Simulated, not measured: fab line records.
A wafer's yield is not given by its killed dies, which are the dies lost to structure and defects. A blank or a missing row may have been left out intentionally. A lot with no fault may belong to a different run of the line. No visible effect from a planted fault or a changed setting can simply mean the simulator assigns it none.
Chamber matching -- flow n5-finfet -- rie-diel-04 running N5_MOL_CONTACT_COAG_ETCHBACK_134: 4 sister chambers
The step etches SiO2 in CHF3, target depth 10 nm, time 6.7 s. 16 wafers are shown with their chamber, then 8 later ones without.

## WAFERS, EACH WITH ITS CHAMBER
wafer,chamber,drypump-motor-current-A (A),showerhead-plenum-p-Torr (Torr),rf-vpp-V (V)
L074.2,2,5.7,2.32,541
L074.3,1,5.9,2.47,513
L074.5,1,5.8,2.47,513
L076.1,2,5.7,2.32,542
L076.3,3,6.2,2.33,540
L076.5,1,5.8,2.46,513
L077.1,1,5.8,2.46,514
L077.3,0,6.7,2.47,550
L077.6,1,5.8,2.46,515
L080.1,2,5.7,2.32,542
L080.3,3,6.2,2.33,539
L080.5,1,5.8,2.46,513
L082.1,2,5.7,2.31,542
L082.2,3,6.2,2.33,539
L082.3,1,5.8,2.46,511
L090.1,0,6.7,2.46,548

SIGNATURES (averages over the wafers above)
reading,chamber 0,chamber 1,chamber 2,chamber 3,scatter within a chamber
drypump-motor-current-A,6.700,5.814,5.700,6.200,0.0267
showerhead-plenum-p-Torr,2.4650,2.4629,2.3175,2.3300,0.00472
rf-vpp-V,549.00,513.14,541.75,539.33,1.01
Rule: distance of a wafer from a chamber = root of the sum over the readings of ((wafer's reading minus chamber's mean) / reading's scatter) squared. If the next closest chamber is less than 2 further off than the closest, the wafer can't be placed; otherwise it belongs to the closest. The scatter is the square root of a quotient: the sum, over the shown wafers, of each reading's squared deviation from its chamber's mean, divided by wafers minus chambers.

## WAFERS WITHOUT THEIR CHAMBER
wafer,drypump-motor-current-A (A),showerhead-plenum-p-Torr (Torr),rf-vpp-V (V)
L090.2,5.7,2.31,542
L090.5,5.6,2.31,542
L091.2,6.2,2.32,537
L091.3,5.7,2.31,542
L091.4,6.7,2.46,550
L092.2,6.2,2.32,539
L092.5,6.2,2.32,539
L092.6,5.7,2.31,541

## WHICH CHAMBER EACH ONE RAN IN
wafer,from the rows above,in truth
L090.2,2,2
L090.5,2,2
L091.2,3,3
L091.3,2,2
L091.4,0,0
L092.2,3,3
L092.5,3,3
L092.6,2,2
Placed correctly: 8 of 8. Not placeable from these rows: 0. 0 placed wrongly.
